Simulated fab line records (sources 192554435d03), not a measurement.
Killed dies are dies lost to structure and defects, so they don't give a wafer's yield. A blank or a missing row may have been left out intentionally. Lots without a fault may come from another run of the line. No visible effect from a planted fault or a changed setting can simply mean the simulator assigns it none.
Matching of chambers || flow n5_finfet || N5_BEOL_M14_TRENCH_ETCH_34 on rie_diel-04 has 4 sister chambers
The step etches SiO2 in C4F8/O2/Ar, target depth 556.65 nm, time 126.9 s. 18 wafers are shown with their chamber, then 9 later ones without.

WAFERS WITH THEIR CHAMBER
{"wafer": "L076.1", "chamber": 3, "rf_vpp_V (V)": 2222, "throttle_valve_pct (%)": 30.74, "showerhead_plenum_p_Torr (Torr)": 3.52}
{"wafer": "L076.2", "chamber": 2, "rf_vpp_V (V)": 2119, "throttle_valve_pct (%)": 31.19, "showerhead_plenum_p_Torr (Torr)": 3.51}
{"wafer": "L076.6", "chamber": 0, "rf_vpp_V (V)": 2253, "throttle_valve_pct (%)": 30.60, "showerhead_plenum_p_Torr (Torr)": 3.62}
{"wafer": "L080.1", "chamber": 1, "rf_vpp_V (V)": 2287, "throttle_valve_pct (%)": 31.27, "showerhead_plenum_p_Torr (Torr)": 3.49}
{"wafer": "L080.2", "chamber": 2, "rf_vpp_V (V)": 2117, "throttle_valve_pct (%)": 31.21, "showerhead_plenum_p_Torr (Torr)": 3.50}
{"wafer": "L080.6", "chamber": 3, "rf_vpp_V (V)": 2224, "throttle_valve_pct (%)": 30.74, "showerhead_plenum_p_Torr (Torr)": 3.51}
{"wafer": "L081.1", "chamber": 0, "rf_vpp_V (V)": 2253, "throttle_valve_pct (%)": 30.58, "showerhead_plenum_p_Torr (Torr)": 3.62}
{"wafer": "L081.4", "chamber": 2, "rf_vpp_V (V)": 2119, "throttle_valve_pct (%)": 31.21, "showerhead_plenum_p_Torr (Torr)": 3.50}
{"wafer": "L081.6", "chamber": 2, "rf_vpp_V (V)": 2117, "throttle_valve_pct (%)": 31.21, "showerhead_plenum_p_Torr (Torr)": 3.50}
{"wafer": "L083.2", "chamber": 3, "rf_vpp_V (V)": 2222, "throttle_valve_pct (%)": 30.72, "showerhead_plenum_p_Torr (Torr)": 3.51}
{"wafer": "L083.3", "chamber": 2, "rf_vpp_V (V)": 2118, "throttle_valve_pct (%)": 31.22, "showerhead_plenum_p_Torr (Torr)": 3.50}
{"wafer": "L083.4", "chamber": 3, "rf_vpp_V (V)": 2223, "throttle_valve_pct (%)": 30.73, "showerhead_plenum_p_Torr (Torr)": 3.51}
{"wafer": "L082.2", "chamber": 3, "rf_vpp_V (V)": 2222, "throttle_valve_pct (%)": 30.74, "showerhead_plenum_p_Torr (Torr)": 3.51}
{"wafer": "L082.4", "chamber": 2, "rf_vpp_V (V)": 2117, "throttle_valve_pct (%)": 31.22, "showerhead_plenum_p_Torr (Torr)": 3.50}
{"wafer": "L082.5", "chamber": 0, "rf_vpp_V (V)": 2252, "throttle_valve_pct (%)": 30.61, "showerhead_plenum_p_Torr (Torr)": 3.61}
{"wafer": "L085.3", "chamber": 2, "rf_vpp_V (V)": 2117, "throttle_valve_pct (%)": 31.24, "showerhead_plenum_p_Torr (Torr)": 3.49}
{"wafer": "L085.4", "chamber": 0, "rf_vpp_V (V)": 2252, "throttle_valve_pct (%)": 30.61, "showerhead_plenum_p_Torr (Torr)": 3.61}
{"wafer": "L085.5", "chamber": 2, "rf_vpp_V (V)": 2116, "throttle_valve_pct (%)": 31.24, "showerhead_plenum_p_Torr (Torr)": 3.49}

SIGNATURES, as means of the wafers listed above
{"reading": "rf_vpp_V", "chamber 0": 2252.50, "chamber 1": 2287.00, "chamber 2": 2117.50, "chamber 3": 2222.60, "scatter within a chamber": 0.934}
{"reading": "throttle_valve_pct", "chamber 0": 30.6000, "chamber 1": 31.2700, "chamber 2": 31.2175, "chamber 3": 30.7340, "scatter within a chamber": 0.0143}
{"reading": "showerhead_plenum_p_Torr", "chamber 0": 3.6150, "chamber 1": 3.4900, "chamber 2": 3.4988, "chamber 3": 3.5120, "scatter within a chamber": 0.00578}
Rule: a wafer lies at a distance from a chamber equal to the root of the sum of squares, over the readings, of (its reading less the chamber's mean, divided by the reading's scatter). If the next closest chamber is less than 2 further off than the closest, the wafer can't be placed; otherwise it belongs to the closest. The scatter: take each reading less its chamber's mean, square it, sum over the shown wafers, divide by the number of wafers less the number of chambers, and take the root.

WAFERS WITHOUT THEIR CHAMBER
{"wafer": "L089.1", "rf_vpp_V (V)": 2223, "throttle_valve_pct (%)": 30.77, "showerhead_plenum_p_Torr (Torr)": 3.51}
{"wafer": "L089.2", "rf_vpp_V (V)": 2287, "throttle_valve_pct (%)": 31.27, "showerhead_plenum_p_Torr (Torr)": 3.48}
{"wafer": "L089.6", "rf_vpp_V (V)": 2286, "throttle_valve_pct (%)": 31.27, "showerhead_plenum_p_Torr (Torr)": 3.48}
{"wafer": "L094.1", "rf_vpp_V (V)": 2222, "throttle_valve_pct (%)": 30.74, "showerhead_plenum_p_Torr (Torr)": 3.50}
{"wafer": "L094.3", "rf_vpp_V (V)": 2116, "throttle_valve_pct (%)": 31.24, "showerhead_plenum_p_Torr (Torr)": 3.48}
{"wafer": "L094.5", "rf_vpp_V (V)": 2222, "throttle_valve_pct (%)": 30.73, "showerhead_plenum_p_Torr (Torr)": 3.50}
{"wafer": "L097.2", "rf_vpp_V (V)": 2286, "throttle_valve_pct (%)": 31.29, "showerhead_plenum_p_Torr (Torr)": 3.47}
{"wafer": "L097.3", "rf_vpp_V (V)": 2116, "throttle_valve_pct (%)": 31.25, "showerhead_plenum_p_Torr (Torr)": 3.48}
{"wafer": "L097.5", "rf_vpp_V (V)": 2117, "throttle_valve_pct (%)": 31.26, "showerhead_plenum_p_Torr (Torr)": 3.48}

WHICH CHAMBER EACH WENT THROUGH
{"wafer": "L089.1", "from the rows above": 3, "in truth": 3}
{"wafer": "L089.2", "from the rows above": 1, "in truth": 1}
{"wafer": "L089.6", "from the rows above": 1, "in truth": 1}
{"wafer": "L094.1", "from the rows above": 3, "in truth": 3}
{"wafer": "L094.3", "from the rows above": 2, "in truth": 2}
{"wafer": "L094.5", "from the rows above": 3, "in truth": 3}
{"wafer": "L097.2", "from the rows above": 1, "in truth": 1}
{"wafer": "L097.3", "from the rows above": 2, "in truth": 2}
{"wafer": "L097.5", "from the rows above": 2, "in truth": 2}
Correctly placed: 9 of 9. Left unplaced by these rows: 0. Placed wrongly: 0.
